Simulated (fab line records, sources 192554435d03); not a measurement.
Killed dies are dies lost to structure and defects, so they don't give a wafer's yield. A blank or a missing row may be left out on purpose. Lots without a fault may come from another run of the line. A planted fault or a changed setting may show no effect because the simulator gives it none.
Which tool did it? | flow n5_finfet | 12 lots, 36 wafers sampled, at 3 steps of a route of 1938

WHAT THE GAUGES READ, wafer by wafer
N5_BEOL_M6_THK_MEAS_53: measures by xrf.
lot  | measured     | on            | M6_THK (nm)
L076 | day 10 11:25 | film_metro-01 | 80.3 78.0 79.0
L079 | day 10 15:32 | film_metro-01 | 76.1 77.4 77.2
L077 | day 10 22:20 | film_metro-01 | 75.5 79.4 78.5
L080 | day 11 04:52 | film_metro-02 | 80.1 81.3 79.3
L083 | day 12 07:11 | film_metro-02 | 81.0 79.4 84.4
L085 | day 12 10:47 | film_metro-01 | 84.2 82.5 81.9
L089 | day 13 13:49 | film_metro-01 | 76.3 77.3 77.3
L088 | day 13 14:27 | film_metro-01 | 80.3 76.6 79.0
L091 | day 14 06:18 | film_metro-02 | 82.4 80.9 81.1
L093 | day 14 14:46 | film_metro-02 | 77.1 79.8 78.6
L095 | day 14 16:28 | film_metro-01 | 80.0 81.2 78.9
L096 | day 15 09:31 | film_metro-02 | 81.5 75.8 76.6

WHICH TOOL RAN EACH LOT (tool, then ch and the chambers of the sampled wafers, then the start)
lot  | N5_BEOL_M6_ETCH_72                 | N5_BEOL_M6_VIA_ETCH_34
L076 | rie_diel-06 ch 0,2, day 10 07:23   | rie_diel-06 ch 0,2, day 10 07:32
L079 | rie_diel-01 ch 1,3, day 10 13:16   | rie_diel-01 ch 1,3, day 10 13:25
L077 | rie_diel-01 ch 0,1,3, day 10 16:19 | rie_diel-01 ch 0,1,3, day 10 16:28
L080 | rie_diel-06 ch 1,2, day 10 23:22   | rie_diel-06 ch 1,2, day 10 23:30
L083 | rie_diel-01 ch 0,1,3, day 12 02:54 | rie_diel-01 ch 0,1,3, day 12 03:02
L085 | rie_diel-06 ch 0,2,3, day 12 06:19 | rie_diel-06 ch 0,2,3, day 12 06:28
L089 | rie_diel-03 ch 0,3, day 13 10:50   | rie_diel-03 ch 0,3, day 13 10:58
L088 | rie_diel-03 ch 0,1,3, day 13 11:13 | rie_diel-03 ch 0,1,3, day 13 11:22
L091 | rie_diel-06 ch 0,1, day 14 03:23   | rie_diel-06 ch 0,1, day 14 03:31
L093 | rie_diel-03 ch 0,2, day 14 10:26   | rie_diel-03 ch 0,2, day 14 10:35
L095 | rie_diel-06 ch 0,2,3, day 14 13:30 | rie_diel-06 ch 0,2,3, day 14 13:39
L096 | rie_diel-01 ch 0,2, day 15 06:52   | rie_diel-01 ch 0,2, day 15 07:01
- N5_BEOL_M6_ETCH_72: etches underlayer in N2/H2, target depth 6.5 nm, time 5.2 s.
- N5_BEOL_M6_VIA_ETCH_34: etches SiCOH lowk in C4F6/O2, target depth 126.3 nm, time 50.9 s.

THE ANSWER, worked out from the rows above alone
Rule: what is usual is taken from the lots themselves. Put in order of their means at a reading, lots are off if they are a third of the lots or fewer, leave a main group of 4 or more, and stand apart from it by a gap of 3 or more times the standard deviation of the main group's means; of several such gaps the widest counts. A main group whose means are all the same, to the digits that the tables above print for the reading, isn't used. A lot without any number at a reading at which 4 lots or more have one is off too. The other lots that the step has rows for count as sound.
No lot is off at any reading shown: from this, nothing can be told.

WHAT THE SIMULATOR HAD PUT IN
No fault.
